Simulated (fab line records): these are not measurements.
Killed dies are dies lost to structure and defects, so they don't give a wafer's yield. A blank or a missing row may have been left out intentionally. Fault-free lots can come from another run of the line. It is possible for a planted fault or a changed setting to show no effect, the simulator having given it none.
fab line records :: flow n5_finfet
record:
  lots: 7
  wafers: 21
route steps=1938 shown BEOL_M14@1753 BEOL_M15@1801 MIM_BOT_LITHO@1860
start_h: hours from the record's opening day to when the first of the lot's shown wafers began :: wait_h: how many hours have passed since the lot's step before this one :: " identical to the entry in the row above :: L1.1+2: a single row standing in for several wafers :: - either no value or no given start :: * or withheld: withheld :: < > ~ a bound
route shown NAME@n: a module of which the file shows steps, and the number in the route of the first :: usual: average and standard deviation across the fault-free wafers :: same: alike in all rows :: chamber/n: place in a boat :: sites: the reading at each site :: _std_site: how widely they spread, as a standard deviation :: _edge_site: mean of outer sites minus mean of inner sites :: radius_mm: for every site, how far away it sits from the centre of the wafer :: mask NAME#n: copy n :: behind: the tool/chamber that last shaped the wafer :: hold: cause of the lot's hold/its duration in hours/its outcome :: device: the n, p or np transistor that did not switch :: end of line: tests of these same wafers at the route's end :: a step without rows: its recipe alone :: killed: dies that structure and defects cost at the first sort, which is not the same as the wafer's yield :: map: the dies of a wafer, with x for killed, . for not killed, _ for no die there
set.NAME: the run value of the setting; set.NAME@STEP: its run value at that earlier step :: model.NAME: the simulator's own value behind a step, which no gauge read
lots with deliberately changed settings; one table per step, one row per wafer
== steps ==
step: N5_BEOL_M14_TRENCH_ETCH_34
recipe:
  chemistry: C4F8/O2/Ar
  target: SiO2
  target_depth_a: 5566.5
  mask_material: SOC
  he_inner_torr: 15
  he_outer_torr: 30
  time_s: 126.9
  ion_energy_ev: 800
  pressure_mtorr: 20
  source_w: 1905
  bias_w: 2040
  Ar_flow_sccm: 400
  C4F8_flow_sccm: 16
  O2_flow_sccm: 12
usual:
  rf_vpp_V: 2240/45
lot.wafer: L079.2
tool: rie_diel-04
chamber: 2
start_h: 293.77
wait_h: 0.0
set.bias_w: 2040
rf_vpp_V: 2262

lot.wafer: L079.3
tool: rie_diel-04
chamber: 3
start_h: 293.77
wait_h: 0.0
set.bias_w: 2341
rf_vpp_V: 2435

lot.wafer: L079.4
tool: rie_diel-04
chamber: 0
start_h: 293.77
wait_h: 0.0
set.bias_w: 2040
rf_vpp_V: 2307

lot.wafer: L084.2
tool: rie_diel-06
chamber: 3
start_h: 313.47
wait_h: 0.0
set.bias_w: 2040
rf_vpp_V: 2199

lot.wafer: L084.3
tool: rie_diel-06
chamber: 0
start_h: 313.47
wait_h: 0.0
set.bias_w: 2040
rf_vpp_V: 2161

lot.wafer: L084.5
tool: rie_diel-06
chamber: 2
start_h: 313.47
wait_h: 0.0
set.bias_w: 1767
rf_vpp_V: 2041

lot.wafer: L089.3
tool: rie_diel-04
chamber: 2
start_h: 345.93
wait_h: 0.0
set.bias_w: 2040
rf_vpp_V: 2264

lot.wafer: L089.5
tool: rie_diel-04
chamber: 3
start_h: 345.93
wait_h: 0.0
set.bias_w: 2040
rf_vpp_V: 2215

lot.wafer: L089.6
tool: rie_diel-04
chamber: 0
start_h: 345.93
wait_h: 0.0
set.bias_w: 2040
rf_vpp_V: 2306

lot.wafer: L093.1
tool: rie_diel-05
chamber: 1
start_h: 393.34
wait_h: 0.0
set.bias_w: 2040
rf_vpp_V: 2290

lot.wafer: L093.4
tool: rie_diel-05
chamber: 2
start_h: 393.34
wait_h: 0.0
set.bias_w: 1731
rf_vpp_V: 1968

lot.wafer: L093.6
tool: rie_diel-05
chamber: 1
start_h: 393.34
wait_h: 0.0
set.bias_w: 1731
rf_vpp_V: 2041

lot.wafer: L092.1
tool: rie_diel-06
chamber: 1
start_h: 394.09
wait_h: 0.0
set.bias_w: 2040
rf_vpp_V: 2285

lot.wafer: L092.2
tool: rie_diel-06
chamber: 0
start_h: 394.09
wait_h: 0.0
set.bias_w: 2040
rf_vpp_V: 2161

lot.wafer: L092.5
tool: rie_diel-06
chamber: 1
start_h: 394.09
wait_h: 0.0
set.bias_w: 2386
rf_vpp_V: 2542

lot.wafer: L096.2
tool: rie_diel-05
chamber: 2
start_h: 422.50
wait_h: 0.0
set.bias_w: 2040
rf_vpp_V: 2211

lot.wafer: L096.3
tool: rie_diel-05
chamber: 3
start_h: 422.50
wait_h: 0.0
set.bias_w: 2040
rf_vpp_V: 2231

lot.wafer: L096.5
tool: rie_diel-05
chamber: 3
start_h: 422.50
wait_h: 0.0
set.bias_w: 2040
rf_vpp_V: 2230

lot.wafer: L097.1
tool: rie_diel-06
chamber: 3
start_h: 422.82
wait_h: 0.0
set.bias_w: 2040
rf_vpp_V: 2198

lot.wafer: L097.4
tool: rie_diel-06
chamber: 2
start_h: 422.82
wait_h: 0.0
set.bias_w: 2040
rf_vpp_V: 2254

lot.wafer: L097.6
tool: rie_diel-06
chamber: 2
start_h: 422.82
wait_h: 0.0
set.bias_w: 2040
rf_vpp_V: 2254
step: N5_BEOL_M15_PEB_26
recipe:
  peb_temp_c: 130
  peb_time_s: 90
lot.wafer: L079.2+3+4
tool: litho_track-04
chamber: 0
start_h: 301.72
wait_h: 0.0
set.peb_time_s: 90

lot.wafer: L084.2+3
tool: litho_track-01
chamber: 0
start_h: 321.37
wait_h: 0.0
set.peb_time_s: 90

lot.wafer: L084.5
tool: litho_track-01
chamber: 0
start_h: 321.37
wait_h: 0.0
set.peb_time_s: 71.82

lot.wafer: L089.3+6
tool: litho_track-01
chamber: 0
start_h: 352.04
wait_h: 0.0
set.peb_time_s: 75.73

lot.wafer: L089.5
tool: litho_track-01
chamber: 0
start_h: 352.04
wait_h: 0.0
set.peb_time_s: 90

lot.wafer: L093.1+6
tool: litho_track-01
chamber: 0
start_h: 402.10
wait_h: 0.1
set.peb_time_s: 101

lot.wafer: L093.4
tool: litho_track-01
chamber: 0
start_h: 402.10
wait_h: 0.1
set.peb_time_s: 90

lot.wafer: L092.1
tool: litho_track-04
chamber: 0
start_h: 403.75
wait_h: 0.1
set.peb_time_s: 84.07

lot.wafer: L092.2+5
tool: litho_track-04
chamber: 0
start_h: 403.75
wait_h: 0.1
set.peb_time_s: 90

lot.wafer: L096.2+3+5
tool: litho_track-01
chamber: 0
start_h: 427.62
wait_h: 0.0
set.peb_time_s: 90

lot.wafer: L097.1+4+6
tool: litho_track-01
chamber: 0
start_h: 428.38
wait_h: 0.1
set.peb_time_s: 90
step: N5_BEOL_M15_DEVELOP_27
recipe:
  develop_time_s: 45
  rinse_liquid: diw
  dry: air_spin
  dev_temp_c: 21
step: N5_BEOL_M15_HARDBAKE_32
recipe:
  temp_c: 130
  time_s: 120
step: N5_BEOL_M15_CD_MEAS_28
recipe:
  target_cd_nm: 407.6
  landing_energy_ev: 500
  detector: se_inlens
usual:
  cd_nm: 406.6/2.3
lot.wafer: L079.2
tool: cd_sem-03
chamber: 0
start_h: 301.84
wait_h: -
set.peb_time_s@BEOL_M15_PEB_26: 90
cd_nm: 405.4

lot.wafer: L079.3
tool: cd_sem-03
chamber: 0
start_h: 301.84
wait_h: -
set.peb_time_s@BEOL_M15_PEB_26: 90
cd_nm: 405.9

lot.wafer: L079.4
tool: cd_sem-03
chamber: 0
start_h: 301.84
wait_h: -
set.peb_time_s@BEOL_M15_PEB_26: 90
cd_nm: 404.7

lot.wafer: L084.2
tool: cd_sem-02
chamber: 0
start_h: 321.49
wait_h: -
set.peb_time_s@BEOL_M15_PEB_26: 90
cd_nm: 404.7

lot.wafer: L084.3
tool: cd_sem-02
chamber: 0
start_h: 321.49
wait_h: -
set.peb_time_s@BEOL_M15_PEB_26: 90
cd_nm: 405.0

lot.wafer: L084.5
tool: cd_sem-02
chamber: 0
start_h: 321.49
wait_h: -
set.peb_time_s@BEOL_M15_PEB_26: 71.82
cd_nm: 397.0

lot.wafer: L089.3
tool: cd_sem-03
chamber: 0
start_h: 352.15
wait_h: -
set.peb_time_s@BEOL_M15_PEB_26: 75.73
cd_nm: 398.8

lot.wafer: L089.5
tool: cd_sem-03
chamber: 0
start_h: 352.15
wait_h: -
set.peb_time_s@BEOL_M15_PEB_26: 90
cd_nm: 407.2

lot.wafer: L089.6
tool: cd_sem-03
chamber: 0
start_h: 352.15
wait_h: -
set.peb_time_s@BEOL_M15_PEB_26: 75.73
cd_nm: 401.6

lot.wafer: L093.1
tool: cd_sem-01
chamber: 0
start_h: 402.22
wait_h: -
set.peb_time_s@BEOL_M15_PEB_26: 101
cd_nm: 412.2

lot.wafer: L093.4
tool: cd_sem-01
chamber: 0
start_h: 402.22
wait_h: -
set.peb_time_s@BEOL_M15_PEB_26: 90
cd_nm: 409.6

lot.wafer: L093.6
tool: cd_sem-01
chamber: 0
start_h: 402.22
wait_h: -
set.peb_time_s@BEOL_M15_PEB_26: 101
cd_nm: 414.8

lot.wafer: L092.1
tool: cd_sem-01
chamber: 0
start_h: 403.86
wait_h: -
set.peb_time_s@BEOL_M15_PEB_26: 84.07
cd_nm: 406.5

lot.wafer: L092.2
tool: cd_sem-01
chamber: 0
start_h: 403.86
wait_h: -
set.peb_time_s@BEOL_M15_PEB_26: 90
cd_nm: 410.3

lot.wafer: L092.5
tool: cd_sem-01
chamber: 0
start_h: 403.86
wait_h: -
set.peb_time_s@BEOL_M15_PEB_26: 90
cd_nm: 411.8

lot.wafer: L096.2
tool: cd_sem-01
chamber: 0
start_h: 427.74
wait_h: -
set.peb_time_s@BEOL_M15_PEB_26: 90
cd_nm: 409.1

lot.wafer: L096.3
tool: cd_sem-01
chamber: 0
start_h: 427.74
wait_h: -
set.peb_time_s@BEOL_M15_PEB_26: 90
cd_nm: 407.3

lot.wafer: L096.5
tool: cd_sem-01
chamber: 0
start_h: 427.74
wait_h: -
set.peb_time_s@BEOL_M15_PEB_26: 90
cd_nm: 408.7

lot.wafer: L097.1
tool: cd_sem-03
chamber: 0
start_h: 428.49
wait_h: -
set.peb_time_s@BEOL_M15_PEB_26: 90
cd_nm: 405.9

lot.wafer: L097.4
tool: cd_sem-03
chamber: 0
start_h: 428.49
wait_h: -
set.peb_time_s@BEOL_M15_PEB_26: 90
cd_nm: 408.6

lot.wafer: L097.6
tool: cd_sem-03
chamber: 0
start_h: 428.49
wait_h: -
set.peb_time_s@BEOL_M15_PEB_26: 90
cd_nm: 408.3
step: N5_BEOL_M15_DESCUM_33
recipe:
  chemistry: O2
  time_s: 7.9
  source_power_w: 50
  bias_power_w: 20
  pressure_mtorr: 20
  rf_frequency_hz: 2.712e+07
  temp_c: 40
  o2_flow_sccm: 225
lot.wafer: L079.2
tool: rie_diel-02
chamber: 1
start_h: 301.93
wait_h: 0.0
set.peb_time_s@BEOL_M15_PEB_26: 90
model.BEOL_M15.cd_nm: 405

lot.wafer: L079.3
tool: rie_diel-02
chamber: 3
start_h: 301.93
wait_h: 0.0
set.peb_time_s@BEOL_M15_PEB_26: 90
model.BEOL_M15.cd_nm: 405.8

lot.wafer: L079.4
tool: rie_diel-02
chamber: 2
start_h: 301.93
wait_h: 0.0
set.peb_time_s@BEOL_M15_PEB_26: 90
model.BEOL_M15.cd_nm: 404.4

lot.wafer: L084.2
tool: rie_diel-01
chamber: 3
start_h: 321.68
wait_h: 0.1
set.peb_time_s@BEOL_M15_PEB_26: 90
model.BEOL_M15.cd_nm: 405

lot.wafer: L084.3
tool: rie_diel-01
chamber: 2
start_h: 321.68
wait_h: 0.1
set.peb_time_s@BEOL_M15_PEB_26: 90
model.BEOL_M15.cd_nm: 404.8

lot.wafer: L084.5
tool: rie_diel-01
chamber: 3
start_h: 321.68
wait_h: 0.1
set.peb_time_s@BEOL_M15_PEB_26: 71.82
model.BEOL_M15.cd_nm: 397

lot.wafer: L089.3
tool: rie_diel-02
chamber: 3
start_h: 352.24
wait_h: 0.0
set.peb_time_s@BEOL_M15_PEB_26: 75.73
model.BEOL_M15.cd_nm: 398.6

lot.wafer: L089.5
tool: rie_diel-02
chamber: 0
start_h: 352.24
wait_h: 0.0
set.peb_time_s@BEOL_M15_PEB_26: 90
model.BEOL_M15.cd_nm: 407.2

lot.wafer: L089.6
tool: rie_diel-02
chamber: 2
start_h: 352.24
wait_h: 0.0
set.peb_time_s@BEOL_M15_PEB_26: 75.73
model.BEOL_M15.cd_nm: 402

lot.wafer: L093.1
tool: rie_diel-03
chamber: 0
start_h: 402.85
wait_h: 0.6
set.peb_time_s@BEOL_M15_PEB_26: 101
model.BEOL_M15.cd_nm: 412.4

lot.wafer: L093.4
tool: rie_diel-03
chamber: 2
start_h: 402.85
wait_h: 0.6
set.peb_time_s@BEOL_M15_PEB_26: 90
model.BEOL_M15.cd_nm: 409.6

lot.wafer: L093.6
tool: rie_diel-03
chamber: 2
start_h: 402.85
wait_h: 0.6
set.peb_time_s@BEOL_M15_PEB_26: 101
model.BEOL_M15.cd_nm: 414.8

lot.wafer: L092.1
tool: rie_diel-02
chamber: 0
start_h: 404.34
wait_h: 0.4
set.peb_time_s@BEOL_M15_PEB_26: 84.07
model.BEOL_M15.cd_nm: 406.6

lot.wafer: L092.2
tool: rie_diel-02
chamber: 1
start_h: 404.34
wait_h: 0.4
set.peb_time_s@BEOL_M15_PEB_26: 90
model.BEOL_M15.cd_nm: 410.6

lot.wafer: L092.5
tool: rie_diel-02
chamber: 2
start_h: 404.34
wait_h: 0.4
set.peb_time_s@BEOL_M15_PEB_26: 90
model.BEOL_M15.cd_nm: 411.6

lot.wafer: L096.2
tool: rie_diel-02
chamber: 2
start_h: 428.66
wait_h: 0.9
set.peb_time_s@BEOL_M15_PEB_26: 90
model.BEOL_M15.cd_nm: 409.2

lot.wafer: L096.3
tool: rie_diel-02
chamber: 3
start_h: 428.66
wait_h: 0.9
set.peb_time_s@BEOL_M15_PEB_26: 90
model.BEOL_M15.cd_nm: 407.6

lot.wafer: L096.5
tool: rie_diel-02
chamber: 0
start_h: 428.66
wait_h: 0.9
set.peb_time_s@BEOL_M15_PEB_26: 90
model.BEOL_M15.cd_nm: 408.6

lot.wafer: L097.1
tool: rie_diel-02
chamber: 0
start_h: 428.90
wait_h: 0.3
set.peb_time_s@BEOL_M15_PEB_26: 90
model.BEOL_M15.cd_nm: 406

lot.wafer: L097.4
tool: rie_diel-02
chamber: 2
start_h: 428.90
wait_h: 0.3
set.peb_time_s@BEOL_M15_PEB_26: 90
model.BEOL_M15.cd_nm: 408.8

lot.wafer: L097.6
tool: rie_diel-02
chamber: 3
start_h: 428.90
wait_h: 0.3
set.peb_time_s@BEOL_M15_PEB_26: 90
model.BEOL_M15.cd_nm: 408.2
step: N5_BEOL_M15_ETCH_61
recipe:
  chemistry: N2/H2
  target: BARC
  target_depth_a: 890
  overetch_a: 267
  time_s: 67.9
  ion_energy_ev: 200
  pressure_mtorr: 30
  source_w: 840
  bias_w: 150
  n2_flow_sccm: 200
  h2_flow_sccm: 200
lot.wafer: L079.2
tool: rie_diel-02
chamber: 1
start_h: 301.96
wait_h: 0.0
set.peb_time_s@BEOL_M15_PEB_26: 90
model.BEOL_M15.cd_nm: 397.2

lot.wafer: L079.3
tool: rie_diel-02
chamber: 3
start_h: 301.96
wait_h: 0.0
set.peb_time_s@BEOL_M15_PEB_26: 90
model.BEOL_M15.cd_nm: 397.8

lot.wafer: L079.4
tool: rie_diel-02
chamber: 2
start_h: 301.96
wait_h: 0.0
set.peb_time_s@BEOL_M15_PEB_26: 90
model.BEOL_M15.cd_nm: 397

lot.wafer: L084.2
tool: rie_diel-01
chamber: 3
start_h: 321.71
wait_h: 0.0
set.peb_time_s@BEOL_M15_PEB_26: 90
model.BEOL_M15.cd_nm: 397

lot.wafer: L084.3
tool: rie_diel-01
chamber: 2
start_h: 321.71
wait_h: 0.0
set.peb_time_s@BEOL_M15_PEB_26: 90
model.BEOL_M15.cd_nm: 397.4

lot.wafer: L084.5
tool: rie_diel-01
chamber: 3
start_h: 321.71
wait_h: 0.0
set.peb_time_s@BEOL_M15_PEB_26: 71.82
model.BEOL_M15.cd_nm: 389

lot.wafer: L089.3
tool: rie_diel-02
chamber: 3
start_h: 352.27
wait_h: 0.0
set.peb_time_s@BEOL_M15_PEB_26: 75.73
model.BEOL_M15.cd_nm: 390.8

lot.wafer: L089.5
tool: rie_diel-02
chamber: 0
start_h: 352.27
wait_h: 0.0
set.peb_time_s@BEOL_M15_PEB_26: 90
model.BEOL_M15.cd_nm: 398.8

lot.wafer: L089.6
tool: rie_diel-02
chamber: 2
start_h: 352.27
wait_h: 0.0
set.peb_time_s@BEOL_M15_PEB_26: 75.73
model.BEOL_M15.cd_nm: 394.6

lot.wafer: L093.1+6
tool: rie_diel-03
chamber: 0,2
start_h: 402.88
wait_h: 0.0
set.peb_time_s@BEOL_M15_PEB_26: 101
model.BEOL_M15.cd_nm: 405.2

lot.wafer: L093.4
tool: rie_diel-03
chamber: 2
start_h: 402.88
wait_h: 0.0
set.peb_time_s@BEOL_M15_PEB_26: 90
model.BEOL_M15.cd_nm: 399.4

lot.wafer: L092.1
tool: rie_diel-02
chamber: 0
start_h: 404.38
wait_h: 0.0
set.peb_time_s@BEOL_M15_PEB_26: 84.07
model.BEOL_M15.cd_nm: 397

lot.wafer: L092.2
tool: rie_diel-02
chamber: 1
start_h: 404.38
wait_h: 0.0
set.peb_time_s@BEOL_M15_PEB_26: 90
model.BEOL_M15.cd_nm: 402

lot.wafer: L092.5
tool: rie_diel-02
chamber: 2
start_h: 404.38
wait_h: 0.0
set.peb_time_s@BEOL_M15_PEB_26: 90
model.BEOL_M15.cd_nm: 404.2

lot.wafer: L096.2
tool: rie_diel-02
chamber: 2
start_h: 428.69
wait_h: 0.0
set.peb_time_s@BEOL_M15_PEB_26: 90
model.BEOL_M15.cd_nm: 401.4

lot.wafer: L096.3
tool: rie_diel-02
chamber: 3
start_h: 428.69
wait_h: 0.0
set.peb_time_s@BEOL_M15_PEB_26: 90
model.BEOL_M15.cd_nm: 399.2

lot.wafer: L096.5
tool: rie_diel-02
chamber: 0
start_h: 428.69
wait_h: 0.0
set.peb_time_s@BEOL_M15_PEB_26: 90
model.BEOL_M15.cd_nm: 399

lot.wafer: L097.1
tool: rie_diel-02
chamber: 0
start_h: 428.93
wait_h: 0.0
set.peb_time_s@BEOL_M15_PEB_26: 90
model.BEOL_M15.cd_nm: 396.6

lot.wafer: L097.4
tool: rie_diel-02
chamber: 2
start_h: 428.93
wait_h: 0.0
set.peb_time_s@BEOL_M15_PEB_26: 90
model.BEOL_M15.cd_nm: 401.4

lot.wafer: L097.6
tool: rie_diel-02
chamber: 3
start_h: 428.93
wait_h: 0.0
set.peb_time_s@BEOL_M15_PEB_26: 90
model.BEOL_M15.cd_nm: 400.8
step: N5_MIM_BOT_LITHO_DEVELOP_07
recipe:
  develop_time_s: 60
  rinse_liquid: diw
  dry: air_spin
  dev_temp_c: 21
lot.wafer: L079.2+4
tool: litho_track-03
chamber: 0
start_h: -
wait_h: -
set.develop_time_s: 70.67

lot.wafer: L079.3
tool: litho_track-03
chamber: 0
start_h: -
wait_h: -
set.develop_time_s: 60

lot.wafer: L084.2+5
tool: litho_track-02
chamber: 0
start_h: -
wait_h: -
set.develop_time_s: 60

lot.wafer: L084.3
tool: litho_track-02
chamber: 0
start_h: -
wait_h: -
set.develop_time_s: 73.05

lot.wafer: L089.3+5+6
tool: litho_track-03
chamber: 0
start_h: -
wait_h: -
set.develop_time_s: 60

lot.wafer: L093.1
tool: litho_track-03
chamber: 0
start_h: -
wait_h: -
set.develop_time_s: 50.45

lot.wafer: L093.4+6
tool: litho_track-03
chamber: 0
start_h: -
wait_h: -
set.develop_time_s: 60

lot.wafer: L092.1+2
tool: litho_track-03
chamber: 0
start_h: -
wait_h: -
set.develop_time_s: 60

lot.wafer: L092.5
tool: litho_track-03
chamber: 0
start_h: -
wait_h: -
set.develop_time_s: 54.47

lot.wafer: L096.2+3
tool: litho_track-02
chamber: 0
start_h: -
wait_h: -
set.develop_time_s: 48.93

lot.wafer: L096.5
tool: litho_track-02
chamber: 0
start_h: -
wait_h: -
set.develop_time_s: 60

lot.wafer: L097.1+4+6
tool: litho_track-02
chamber: 0
start_h: -
wait_h: -
set.develop_time_s: 60
step: N5_MIM_BOT_LITHO_HARDBAKE_09
recipe:
  temp_c: 130
  time_s: 120
step: N5_MIM_BOT_LITHO_CD_MEAS_08
recipe:
  target_cd_nm: 3000
  landing_energy_ev: 500
  detector: se_inlens
  polarity: opening
usual:
  cd_nm: 2999.5/1.9
lot.wafer: L079.2
tool: cd_sem-02
chamber: 0
start_h: 310.29
wait_h: -
set.develop_time_s@MIM_BOT_LITHO_DEVELOP_07: 70.67
cd_nm: 3001.0

lot.wafer: L079.3
tool: cd_sem-02
chamber: 0
start_h: 310.29
wait_h: -
set.develop_time_s@MIM_BOT_LITHO_DEVELOP_07: 60
cd_nm: 2996.8

lot.wafer: L079.4
tool: cd_sem-02
chamber: 0
start_h: 310.29
wait_h: -
set.develop_time_s@MIM_BOT_LITHO_DEVELOP_07: 70.67
cd_nm: 3002.0

lot.wafer: L084.2
tool: cd_sem-03
chamber: 0
start_h: 330.68
wait_h: -
set.develop_time_s@MIM_BOT_LITHO_DEVELOP_07: 60
cd_nm: 2999.6

lot.wafer: L084.3
tool: cd_sem-03
chamber: 0
start_h: 330.68
wait_h: -
set.develop_time_s@MIM_BOT_LITHO_DEVELOP_07: 73.05
cd_nm: 3002.7

lot.wafer: L084.5
tool: cd_sem-03
chamber: 0
start_h: 330.68
wait_h: -
set.develop_time_s@MIM_BOT_LITHO_DEVELOP_07: 60
cd_nm: 2998.9

lot.wafer: L089.3
tool: cd_sem-01
chamber: 0
start_h: 361.05
wait_h: -
set.develop_time_s@MIM_BOT_LITHO_DEVELOP_07: 60
cd_nm: 2998.1

lot.wafer: L089.5
tool: cd_sem-01
chamber: 0
start_h: 361.05
wait_h: -
set.develop_time_s@MIM_BOT_LITHO_DEVELOP_07: 60
cd_nm: 2996.0

lot.wafer: L089.6
tool: cd_sem-01
chamber: 0
start_h: 361.05
wait_h: -
set.develop_time_s@MIM_BOT_LITHO_DEVELOP_07: 60
cd_nm: 2995.8

lot.wafer: L093.1
tool: cd_sem-03
chamber: 0
start_h: 412.92
wait_h: -
set.develop_time_s@MIM_BOT_LITHO_DEVELOP_07: 50.45
cd_nm: 2994.8

lot.wafer: L093.4
tool: cd_sem-03
chamber: 0
start_h: 412.92
wait_h: -
set.develop_time_s@MIM_BOT_LITHO_DEVELOP_07: 60
cd_nm: 2996.5

lot.wafer: L093.6
tool: cd_sem-03
chamber: 0
start_h: 412.92
wait_h: -
set.develop_time_s@MIM_BOT_LITHO_DEVELOP_07: 60
cd_nm: 2998.1

lot.wafer: L092.1
tool: cd_sem-01
chamber: 0
start_h: 414.54
wait_h: -
set.develop_time_s@MIM_BOT_LITHO_DEVELOP_07: 60
cd_nm: 2999.5

lot.wafer: L092.2
tool: cd_sem-01
chamber: 0
start_h: 414.54
wait_h: -
set.develop_time_s@MIM_BOT_LITHO_DEVELOP_07: 60
cd_nm: 2999.2

lot.wafer: L092.5
tool: cd_sem-01
chamber: 0
start_h: 414.54
wait_h: -
set.develop_time_s@MIM_BOT_LITHO_DEVELOP_07: 54.47
cd_nm: 2996.2

lot.wafer: L096.2
tool: cd_sem-02
chamber: 0
start_h: 437.14
wait_h: -
set.develop_time_s@MIM_BOT_LITHO_DEVELOP_07: 48.93
cd_nm: 2996.4

lot.wafer: L096.3
tool: cd_sem-02
chamber: 0
start_h: 437.14
wait_h: -
set.develop_time_s@MIM_BOT_LITHO_DEVELOP_07: 48.93
cd_nm: 2995.3

lot.wafer: L096.5
tool: cd_sem-02
chamber: 0
start_h: 437.14
wait_h: -
set.develop_time_s@MIM_BOT_LITHO_DEVELOP_07: 60
cd_nm: 3000.3

lot.wafer: L097.1
tool: cd_sem-01
chamber: 0
start_h: 437.31
wait_h: -
set.develop_time_s@MIM_BOT_LITHO_DEVELOP_07: 60
cd_nm: 3001.3

lot.wafer: L097.4
tool: cd_sem-01
chamber: 0
start_h: 437.31
wait_h: -
set.develop_time_s@MIM_BOT_LITHO_DEVELOP_07: 60
cd_nm: 3000.4

lot.wafer: L097.6
tool: cd_sem-01
chamber: 0
start_h: 437.31
wait_h: -
set.develop_time_s@MIM_BOT_LITHO_DEVELOP_07: 60
cd_nm: 3000.9
== key ==
split:
  step: N5_BEOL_M14_TRENCH_ETCH_34
  setting: bias_w
  stated: 2040
  by: wafer
response:
  step: N5_BEOL_M14_TRENCH_ETCH_34
  reading: rf_vpp_V
  change: +15.1
  per: 1%
  r: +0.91
split:
  step: N5_BEOL_M15_PEB_26
  setting: peb_time_s
  stated: 90
  by: wafer
response:
  step: N5_BEOL_M15_CD_MEAS_28
  reading: cd_nm
  change: +0.408
  per: 1%
  r: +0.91
response:
  step: N5_BEOL_M15_DESCUM_33
  reading: model.BEOL_M15.cd_nm
  change: +0.408
  per: 1%
  r: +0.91
response:
  step: N5_BEOL_M15_ETCH_61
  reading: model.BEOL_M15.cd_nm
  change: +0.438
  per: 1%
  r: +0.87
split:
  step: N5_MIM_BOT_LITHO_DEVELOP_07
  setting: develop_time_s
  stated: 60
  by: wafer
response:
  step: N5_MIM_BOT_LITHO_CD_MEAS_08
  reading: cd_nm
  change: +0.21
  per: 1%
  r: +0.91
